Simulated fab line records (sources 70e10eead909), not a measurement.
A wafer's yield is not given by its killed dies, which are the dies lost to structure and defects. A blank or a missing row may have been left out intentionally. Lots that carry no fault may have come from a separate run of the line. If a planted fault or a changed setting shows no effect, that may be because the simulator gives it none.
2 desks looking at one fault :: flow nand harc :: only its own numbers are on each desk; what lay behind them is given at the end

AT THE METROLOGY DESK
What the gauges read, lot by lot, whatever tool the lot ran on: means of the sampled wafers that have a number. Marked OUT: a lot whose mean sits more than 4 standard deviations from the usual mean, which makes it out of limits; the brackets give that distance.
Columns: A = overlay x nm at NHARC_P_M2_OVL_MEAS_10, usual 0.1 nm; B = overlay y nm at NHARC_P_M2_OVL_MEAS_10, usual -0.1 nm
lot: L336
first seen here: day 6 10:52
A: -0.5
B: 1.7

lot: L337
first seen here: day 7 04:24
A: 0.5
B: -0.7

lot: L338
first seen here: day 7 14:02
A: 0.2
B: -0.2

lot: L339
first seen here: day 7 16:44
A: -0.2
B: -1.3

lot: L345
first seen here: day 10 06:00
A: 40.9 (+52) OUT
B: 0.9

lot: L348
first seen here: day 11 08:11
A: -0.2
B: 0.5

lot: L349
first seen here: day 11 19:17
A: 41.6 (+53) OUT
B: 0.4

lot: L352
first seen here: day 13 12:32
A: -0.8
B: -0.5

lot: L353
first seen here: day 13 16:11
A: -0.0
B: -0.7

lot: L358
first seen here: day 15 21:10
A: 1.4
B: 0.1

lot: L359
first seen here: day 16 09:36
A: 0.8
B: -0.6
Finding of this desk: L345, L349 out of limits; the first was L345 at day 10 06:00, on overlay x nm at NHARC_P_M2_OVL_MEAS_10. Within limits: L336, L337, L338, L339, L348, L352, L353, L358, L359.

AT THE TOOL OWNER'S DESK: arfi scanner-01
The tool's own readings at NHARC_P_M2_EXPOSE_06 (exposes mask P M2, target cd 170 nm): means of the sampled wafers that have a number, for each lot that ran on this tool. Marked OUT: a lot whose mean sits more than 4 standard deviations from the usual mean, which makes it out of limits; the brackets give that distance.
Columns: A = exposure dose mJ cm2 at NHARC_P_M2_EXPOSE_06, usual 80.72; B = stage vel mm s at NHARC_P_M2_EXPOSE_06, usual 499.98 mm/s
lot: L336
first seen here: day 6 10:39
A: 80.63
B: 499.88

lot: L339
first seen here: day 7 16:31
A: 80.65
B: 499.61

lot: L345
first seen here: day 10 05:47
A: 80.79
B: 500.07

lot: L349
first seen here: day 11 19:04
A: 80.89
B: 499.95
This desk's verdict: no lot among the 4 shows anything out of limits.

ALL TOGETHER
The metrology desk could have raised an alarm at day 10 06:00, on L345, L349.
Nothing out of limits was seen by the tool owner's desk.
The tool owner's desk has L345, L349 on record, within its limits.
On arfi scanner-01, each named lot ran NHARC_P_M2_EXPOSE_06.

WHAT HAD BEEN PUT IN BY THE SIMULATOR
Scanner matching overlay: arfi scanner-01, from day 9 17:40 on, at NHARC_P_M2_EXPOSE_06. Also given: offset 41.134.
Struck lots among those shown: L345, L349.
Delay in hours, fault start to first out-of-limits reading, per desk: metrology desk 12.
